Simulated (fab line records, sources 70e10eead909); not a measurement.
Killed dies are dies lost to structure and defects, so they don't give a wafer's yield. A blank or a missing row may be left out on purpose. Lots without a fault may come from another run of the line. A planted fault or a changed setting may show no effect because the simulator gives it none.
fab line records | flow nand_harc
record lots=14 wafers=42 last_day=34
route steps=1302 shown A_CHANNEL_FILL_D1@517 A_DECK1_JOINT@518 A_ONON_D2@545
lots that met no fault: from a run of the same line without faults
start_h: hours from the record's first day to the start of the lot's first wafer shown | wait_h: hours since the lot's step before | " the same as in the row above | L1.1+2: a row that stands for several wafers | - no value, or no start given | * or withheld: withheld | < > ~ a bound
route shown NAME@n: a module of which the file shows steps, and the number in the route of the first | usual: mean/standard deviation of fault-free wafers | same: alike in all rows | chamber/n: place in a boat | sites: the reading at each site | _std_site: their standard deviation | _edge_site: outer sites' mean less inner sites' | radius_mm: how far each site lies from the wafer's centre | mask NAME#n: copy n | behind: the tool/chamber that last shaped the wafer | hold: why the lot was held/for how many hours/how that ended | device: the transistor (n, p or np) that didn't switch | end of line: the same wafers' tests at the end of the route | a step without rows: its recipe alone | killed: dies lost to structure and defects at the first sort, not the wafer's yield | map: a wafer's dies, x killed, . not, _ none there
set.NAME: the setting as run; set.NAME@STEP: as run at that earlier step | model.NAME: the simulator's own value behind a step, which no gauge read
steps of the route over a sample of lots; a table a step, a row a wafer
services: from which hour (start_h, from the record's first day; less than 0 if before it) a tool's chamber was out of use, for how many hours, and why
## steps
# step NHARC_A_CHANNEL_FILL_D1_INSPECT_13
# usual raw_defect_count=301/100
# columns lot.wafer tool chamber start_h wait_h raw_defect_count
L687.3 defect_inspect-01 - 253.79 0.0 357
L687.4 " - " " 279
L687.5 " - " " 359
L690.2 defect_inspect-01 - 266.21 0.0 443
L690.4 " - " " 338
L690.6 " - " " 280
L691.1 defect_inspect-01 - 271.88 0.0 169
L691.2 " - " " 206
L691.4 " - " " 204
L694.1 defect_inspect-01 - 320.21 0.0 200
L694.2 " - " " 241
L694.4 " - " " 324
L696.1 defect_inspect-01 - 325.72 0.0 185
L696.3 " - " " 508
L696.4 " - " " 330
L702.2 defect_inspect-02 - 380.31 0.0 416
L702.3 " - " " 341
L702.6 " - " " 185
L703.1 defect_inspect-01 - 395.37 0.0 367
L703.3 " - " " 256
L703.6 " - " " 252
L704.1 defect_inspect-01 - 405.05 0.0 164
L704.2 " - " " 328
L704.3 " - " " 408
L705.3 defect_inspect-01 - 411.39 0.0 315
L705.4 " - " " 327
L705.6 " - " " 276
L706.2 defect_inspect-02 - 423.97 0.0 489
L706.4 " - " " 603
L706.5 " - " " 412
L707.1 defect_inspect-02 - 431.94 0.0 185
L707.3 " - " " 314
L707.4 " - " " 151
L708.3 defect_inspect-01 - 456.18 0.0 293
L708.4 " - " " 403
L708.6 " - " " 229
L709.1 defect_inspect-01 - 461.05 0.0 290
L709.3 " - " " 193
L709.6 " - " " 254
L710.1 defect_inspect-02 - 465.82 0.0 244
L710.2 " - " " 267
L710.5 " - " " 137
# step NHARC_A_DECK1_JOINT_ETCHBACK_07
# recipe target_depth_a=1050 time_s=26.9 hbr_flow_sccm=150 rf_w=350 icp_w=350 bias_w=60 chemistry=HBr
# usual bias_w=59.98/0.18 drypump_motor_current_A=5.3/0.35 oes_product_au=0.998/0.0092 rf_fwd_power_W=344.9/1.7 throttle_valve_pct=23.267/0.0092
# same time_s=26.9
# columns lot.wafer tool chamber start_h wait_h bias_w drypump_motor_current_A oes_product_au rf_fwd_power_W rf_hours_counter_h throttle_valve_pct
L687.4 rie_si-05 1 253.85 0.1 59.98 5.1 0.987 346.7 0.7 23.272
L687.3 " 2 " " 59.99 5.0 1.004 347.5 0.7 23.268
L687.5 " 1 " " 60.00 5.2 0.974 345.3 - 23.247
L690.4 rie_si-01 0 266.29 0.1 59.74 5.6 0.987 346.2 0.4 23.261
L690.2 " 1 " " 60.00 5.1 1.003 344.7 0.4 23.277
L690.6 " 3 " " 59.94 5.9 1.002 344.3 - 23.251
L691.4 rie_si-06 3 271.94 0.1 60.35 6.0 0.997 340.5 0.0 23.271
L691.1 " 0 " " 60.04 5.4 0.994 343.6 0.0 23.264
L691.2 " 2 " " 59.94 5.9 0.992 347.3 0.1 23.277
L694.1 rie_si-01 0 320.29 0.1 60.02 5.7 0.990 345.2 0.6 23.284
L694.2 " 1 " " 59.64 5.1 1.000 346.9 0.6 23.274
L694.4 " 1 " " 60.04 5.1 1.009 346.2 - 23.257
L696.4 rie_si-01 3 325.78 0.1 59.82 5.9 1.007 343.3 0.7 23.261
L696.3 " 0 " " 60.02 5.6 0.996 344.9 0.7 23.270
L696.1 " 1 " " 59.89 5.1 1.008 345.1 0.7 23.265
L702.2 rie_si-01 0 380.38 0.1 60.04 5.6 0.997 342.7 0 23.264
L702.3 " 2 " " 59.96 4.8 1.009 342.2 0 23.271
L702.6 " 3 " " 59.71 5.9 0.983 347.8 - 23.277
L703.1 rie_si-01 0 395.44 0.1 60.38 5.6 1.005 345.7 0.1 23.259
L703.3 " 2 " " 60.22 4.8 1.009 346.5 0.1 23.274
L703.6 " 0 " " 60.17 5.6 1.006 345.3 - 23.268
L704.2 rie_si-06 0 405.11 0.1 60.02 5.4 0.990 343.2 1.0 23.279
L704.1 " 2 " " 60.14 5.9 1.002 346.6 0.9 23.263
L704.3 " 3 " " 60.00 6.0 0.999 343.3 1.0 23.269
L705.3 rie_si-05 2 411.46 0.1 59.89 5.0 0.992 345.0 0.7 23.263
L705.4 " 0 " " 59.70 5.6 0.994 345.3 0.6 23.262
L705.6 " 2 " " 59.57 5.0 0.992 344.8 - 23.273
L706.2 rie_si-01 1 424.03 0.1 59.70 5.1 0.987 346.4 0.2 23.266
L706.4 " 2 " " 59.75 4.8 1.010 343.0 0.3 23.290
L706.5 " 2 " " 59.81 4.8 1.009 345.2 - 23.265
L707.4 rie_si-05 3 432.00 0.1 59.77 5.2 1.012 346.4 0.8 23.278
L707.3 " 1 " " 60.12 5.2 0.986 345.6 0.8 23.264
L707.1 " 2 " " 60.01 5.0 0.984 346.9 0.8 23.246
L708.4 rie_si-05 2 456.27 0.1 60.23 5.0 0.996 347.5 0.9 23.267
L708.3 " 3 " " 59.98 5.2 1.018 346.9 0.9 23.258
L708.6 " 1 " " 60.13 5.2 0.996 343.3 - 23.270
L709.1 rie_si-01 2 461.14 0.1 60.14 4.8 0.997 344.8 0.5 23.261
L709.3 " 3 " " 60.18 5.9 0.982 344.4 0.5 23.278
L709.6 " 0 " " 60.16 5.6 1.001 345.8 - 23.263
L710.2 rie_si-05 0 465.91 0.1 59.96 5.6 0.995 345.3 1.0 23.267
L710.1 " 1 " " 59.77 5.2 1.001 344.0 0.9 23.274
L710.5 " 2 " " 59.85 5.0 0.995 347.5 - 23.270
# step NHARC_A_ONON_D2_DEP_00
# recipe target_thk_a=10000 n2_flow_sccm=2750 n2o_flow_sccm=2000 nh3_flow_sccm=500 sih4_flow_sccm=210 temp_c=400
# columns lot.wafer tool chamber start_h wait_h
L687.3+4+5 pecvd_onon-04 0 291.60 0.2
L691.1+2+4 pecvd_onon-04 0 301.85 0.1
L690.2+4+6 pecvd_onon-03 0 301.85 0.1
L694.1+2+4 pecvd_onon-04 0 359.94 0.1
L696.1+3+4 pecvd_onon-04 0 360.58 0.1
L702.2+3+6 pecvd_onon-01 0 414.32 0.4
L704.1+2+3 pecvd_onon-03 0 438.02 0.1
L703.1+3+6 pecvd_onon-01 0 438.86 0.1
L705.3+4+6 pecvd_onon-03 0 443.69 0.2
L706.2+4+5 pecvd_onon-03 0 457.42 0.1
L707.1+3+4 pecvd_onon-01 0 468.10 0.1
L709.1+3+6 pecvd_onon-01 0 496.00 0.1
L708.3+4+6 pecvd_onon-03 0 496.09 0.2
L710.1+2+5 pecvd_onon-03 0 501.56 0.1
# step NHARC_A_ONON_D2_THK_MEAS_02
# recipe thk_meas_gauge=ellipsometry
# usual thk_nm=998/12
# columns lot.wafer tool chamber start_h wait_h hold thk_nm
L687.3 film_metro-01 - 291.99 - - 1007
L687.4 " - " " - 1009
L687.5 " - " " - 1009
L690.2 film_metro-01 - 302.30 - - 981
L690.4 " - " " - 983
L690.6 " - " " - 982
L691.1 film_metro-01 - 302.36 - - 1011
L691.2 " - " " - 1010
L691.4 " - " " - 1010
L694.1 film_metro-01 - 360.45 - await_dispo/0.2h/release 944
L694.2 " - " " await_dispo/0.2h/release 948
L694.4 " - " " await_dispo/0.2h/release 945
L694.1 film_metro-01 - 360.62 0.2 - 946
L694.2 " - " " - 946
L694.4 " - " " - 944
L696.1 film_metro-01 - 361.09 - await_dispo/0.2h/release 915
L696.3 " - " " await_dispo/0.2h/release 912
L696.4 " - " " await_dispo/0.2h/release 915
L696.1 film_metro-01 - 361.27 0.2 - 915
L696.3 " - " " - 914
L696.4 " - " " - 914
L702.2 film_metro-02 - 414.77 - - 996
L702.3 " - " " - 994
L702.6 " - " " - 995
L704.1 film_metro-01 - 438.53 - - 1010
L704.2 " - " " - 1008
L704.3 " - " " - 1010
L703.1 film_metro-02 - 439.37 - - 1010
L703.3 " - " " - 1009
L703.6 " - " " - 1008
L705.3 film_metro-02 - 444.09 - - 992
L705.4 " - " " - 991
L705.6 " - " " - 993
L706.2 film_metro-02 - 457.87 - - 1000
L706.4 " - " " - 999
L706.5 " - " " - 1002
L707.1 film_metro-01 - 468.61 - - 1016
L707.3 " - " " - 1017
L707.4 " - " " - 1015
L708.3 film_metro-01 - 496.49 - - 1000
L708.4 " - " " - 998
L708.6 " - " " - 1000
L709.1 film_metro-02 - 496.51 - - 1023
L709.3 " - " " - 1022
L709.6 " - " " - 1023
L710.1 film_metro-01 - 502.07 - - 995
L710.2 " - " " - 996
L710.5 " - " " - 996
## services
# columns tool chamber start_h hours kind
rie_si-06 - 249.00 9.0 pm
pecvd_onon-04 - 249.50 1.2 repair
pecvd_onon-01 - 267.05 3.5 repair
rie_si-05 0 279.83 4.7 repair
pecvd_onon-01 - 287.94 5.8 repair
rie_si-05 - 305.00 9.0 pm
pecvd_onon-04 - 316.48 13.0 pm
rie_si-01 3 319.87 5.3 repair
rie_si-01 - 341.57 0.3 repair
rie_si-01 - 370.06 9.0 pm
rie_si-01 0 370.06 9.0 vent_cycle
rie_si-01 1 370.06 9.0 vent_cycle
rie_si-01 2 370.06 9.0 vent_cycle
rie_si-06 - 373.74 1.4 repair
rie_si-05 3 380.26 4.0 repair
rie_si-01 1 389.11 3.8 repair
pecvd_onon-03 - 408.00 13.0 pm
rie_si-05 2 420.46 1.1 repair
rie_si-06 - 426.00 9.0 pm
rie_si-01 - 444.87 0.4 repair
pecvd_onon-01 - 451.64 13.0 pm
pecvd_onon-03 - 481.26 9.3 repair
rie_si-05 - 482.00 9.0 pm
pecvd_onon-04 - 497.48 13.0 pm
## key
first_sign step=NHARC_A_ONON_D2_THK_MEAS_02 reading=visit direction=added
effect step=NHARC_A_ONON_D2_THK_MEAS_02 reading=thk_nm direction=down sigmas=6 usual=998 struck=930
met_at NHARC_A_ONON_D2_DEP_00
struck_lots L694,L696
later_rows_left_out L694.1,L694.2,L694.4,L696.1,L696.3,L696.4
sort_left_out L694.1,L694.2,L694.4,L696.1,L696.3,L696.4
tester_left_out L694,L696
not_acting_at NHARC_A_CHANNEL_FILL_D1_INSPECT_13,NHARC_A_DECK1_JOINT_ETCHBACK_07
fault kind=process_parameter_drift tool=pecvd_onon-04 chamber=- onset_h=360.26 steps=NHARC_A_ONON_D2_DEP_00 channel=target_thk_a offset=* shape=step end_h=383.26 acts_in=* stated=*
# tester_left_out: of these lots the tester's yield and bins aren't shown, on N5 and GAA mostly nor the transistor test; their killed dies are dies lost to structure and defects alone, not to doping, threshold or leakage, so they don't give the yield
# sort_left_out: the simulated sort isn't trusted on such a fault, so these wafers' sort isn't shown, and their yield isn't known
# later_rows_left_out: the simulator's readings of these wafers behind a module that went badly wrong aren't trusted and aren't shown, but for the sort
